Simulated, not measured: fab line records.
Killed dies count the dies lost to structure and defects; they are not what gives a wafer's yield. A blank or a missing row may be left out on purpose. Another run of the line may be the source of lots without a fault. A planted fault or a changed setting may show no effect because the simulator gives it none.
Split-lot study    flow n5 finfet    7 lots, 21 wafers read, on a route of 1938 steps

== THE SPLIT ==
At N5_BEOL_M5_COAT_71 (time 60 s, resist thk 5 nm), the setting spin rpm was moved away from the recipe's 1500 rpm on 6 of the 21 wafers read, by -4.6% to +8.5%. This setting was run at the recipe's value on the other wafers.

== FROM THE SPLIT TO THE READING: what the file shows between them, 3 steps ==
- N5_BEOL_M5_COAT_05: resist thk 30 nm
- N5_BEOL_M5_EBR_07
- N5_BEOL_M5_DESCUM_16: chemistry O2, time 7 s

== THE READING ==
etch.depth nm (the simulator's own value, which no gauge read), in nm, at N5_BEOL_M5_ETCH_72 (etches underlayer in N2/H2, target depth 6.5 nm, time 5.2 s). There is no usual value for it anywhere in the file. The 15 wafers here that ran the recipe average 5.001 nm, standard deviation 0.011 nm.

wafer   tool, chamber at the split  spin rpm as run, rpm  against the recipe  etch.depth nm, nm  against lot-mates on the recipe
L075.2  litho track-01, 0           1500                  recipe              4.997              -
L075.3  litho track-01, 0           1500                  recipe              4.991              -
L075.4  litho track-01, 0           1500                  recipe              4.995              -
L081.3  litho track-05, 0           1612                  +7.5%               4.809              -0.195
L081.5  litho track-05, 0           1500                  recipe              5.004              -
L081.6  litho track-05, 0           1612                  +7.5%               4.832              -0.172
L083.3  litho track-01, 0           1628                  +8.5%               4.828              -0.192
L083.5  litho track-01, 0           1500                  recipe              5.016              -
L083.6  litho track-01, 0           1500                  recipe              5.025              -
L085.4  litho track-05, 0           1500                  recipe              5                  -
L085.5  litho track-05, 0           1500                  recipe              4.992              -
L085.6  litho track-05, 0           1500                  recipe              4.987              -
L089.1  litho track-01, 0           1500                  recipe              5.018              -
L089.3  litho track-01, 0           1431                  -4.6%               5.137              +0.119
L089.6  litho track-01, 0           1431                  -4.6%               5.132              +0.114
L094.1  litho track-01, 0           1500                  recipe              4.996              -
L094.3  litho track-01, 0           1500                  recipe              4.986              -
L094.6  litho track-01, 0           1439                  -4.1%               5.099              +0.108
L096.1  litho track-02, 0           1500                  recipe              4.998              -
L096.4  litho track-02, 0           1500                  recipe              5.006              -
L096.5  litho track-02, 0           1500                  recipe              5.004              -

FIT RESULTS
A straight line over all 21 wafers: etch.depth nm changes by -0.024 nm for each +1% of spin rpm; r = -0.99; the points scatter about the line by 0.014 nm.
The same after taking each lot's own level away (the mean of its wafers on the recipe; 21 wafers): -0.0243 nm for each +1%; r = -1.00; scatter 0.0066 nm.
The reading moves by 0.21 nm for the largest change in spin rpm, on that fit.
Measured against the standard deviation above, the lots' own levels, which go from 4.9910 to 5.0205 nm, span 2.7 times it.
So the lot-to-lot level changes the slope little: the two slopes agree.
Check: with one of the wafers moved furthest among these (+8.5%) left out of the fit, the line predicts -0.212 nm for it against its lot-mates. It came out at -0.192 nm against them.

== THESE WAFERS: OTHER SPLITS ==
These wafers also went through other splits before the reading. Each is held against what the fit with the lots' levels taken away leaves over:
other split on the same wafers            wafers away from the commonest value  r with etch.depth nm (lot level and that fit taken away)
N5_MOL_CONTACT_COAG_CVD_140 target thk a  7                                     +0.17
N5_BEOL_M0_SAQP_ETCH_106 target depth a   7                                     +0.20
N5_BEOL_M0_SAQP_ETCH_107 bias w           5                                     -0.39
N5_BEOL_M1_EXPOSE_08 dose mj              7                                     -0.04
N5_BEOL_M1_ETCH_74 bias w                 11                                    -0.41
N5_BEOL_M2_DESCUM_16 time s               10                                    +0.30
N5_BEOL_M3_COAT_76 spin rpm               7                                     +0.12

== THE FILE'S OWN FIT ==
etch.depth nm changes by -0.024 nm for each +1% of spin rpm, r = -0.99.
